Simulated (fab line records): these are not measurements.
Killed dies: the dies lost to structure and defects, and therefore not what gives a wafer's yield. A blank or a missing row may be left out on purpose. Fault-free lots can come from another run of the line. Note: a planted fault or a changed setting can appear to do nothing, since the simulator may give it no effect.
8D (eight disciplines) problem report, filled in by code | flow n5_finfet | the parts of the form that need people (team, actions taken, sign-off) are left out

## 1. THE PROBLEM
Mean of spin_speed_rpm at N5_BEOL_M0_CUTY_COAT_50: 1572.8 rpm across 9 wafers in 3 lots; on wafers with no fault it is 1500.1 rpm (standard deviation 0.83). That puts it +88 standard deviations away from the usual mean.
The step: time 60 s, resist thk 15 nm.
First seen on wafer L496.1, day 10 03:04, on litho_track-04. Wafers with a number at this step in the record: 21, from 7 lots. Rule for "out", or "out of limits": more than 4 standard deviations from the usual mean. The other wafers with a number count as sound.

## 2. WHAT IT IS, AND WHAT IT ISN'T
question                    | is                     | is not
which readings at this step | spin_speed_rpm         | heater_power_total_W
which lots                  | L496, L498, L499       | L482, L488, L497, L500
which wafers of those lots  | all that have a number | -
read on which tools         | litho_track-04         | litho_track-03
when                        | from day 10 03:04      | up to then (6 sound wafers); but 6 sound wafers of L497, L500 came after

## 3. WHAT RULES OUT EACH SUSPECT
Counting: a tool at any process step up to the reading remains a suspect when it ran all the lots that are out and ran no sound lot after the first of those.
- litho_track-04 at N5_BEOL_M0_CUTY_COAT_50 (time 60 s, resist thk 15 nm): kept. Every lot that is out went through it, starting with L496 (day 10 03:04), and after that it ran no sound lot; the last sound lot it ran before then is L488 (day 8 00:36). Its own readings are out on those wafers: spin_speed_rpm.
The count leaves litho_track-04 at N5_BEOL_M0_CUTY_COAT_50.

## 4. THE CAUSE (what the simulator had put in)
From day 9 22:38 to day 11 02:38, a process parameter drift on litho_track-04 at N5_BEOL_M0_CUTY_COAT_50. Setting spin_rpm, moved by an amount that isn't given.
Only this tool survived the counting.

## 5. THE CHAIN OF EFFECTS, in route order
Each row: a reading where the mean over the struck wafers with a number is more than 3 standard deviations away from the usual. Only readings for which the record gives a usual standard deviation are gone through. hours: the time from each lot's start at the first step in this table that gives one to its start at this step, as a median over the lots. sigmas: the change in usual standard deviations.
hours | step                    | reading        | usual      | on struck wafers | change | sigmas
0     | N5_BEOL_M0_CUTY_COAT_50 | spin_speed_rpm | 1500.1 rpm | 1572.8           | +72.7  | +88
It contains these process steps:
- N5_BEOL_M0_CUTY_COAT_50: time 60 s, resist thk 15 nm.
Later steps that measure or inspect, where all struck wafers having a row at the step show a number for every such reading and not one has moved that far: N5_BEOL_M4_RC_MEAS_101.

## 6. HOW IT WOULD HAVE BEEN CAUGHT EARLIER
The fault began at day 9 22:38; the first out-of-limits reading in this record came at day 10 03:04, 4 hours later.
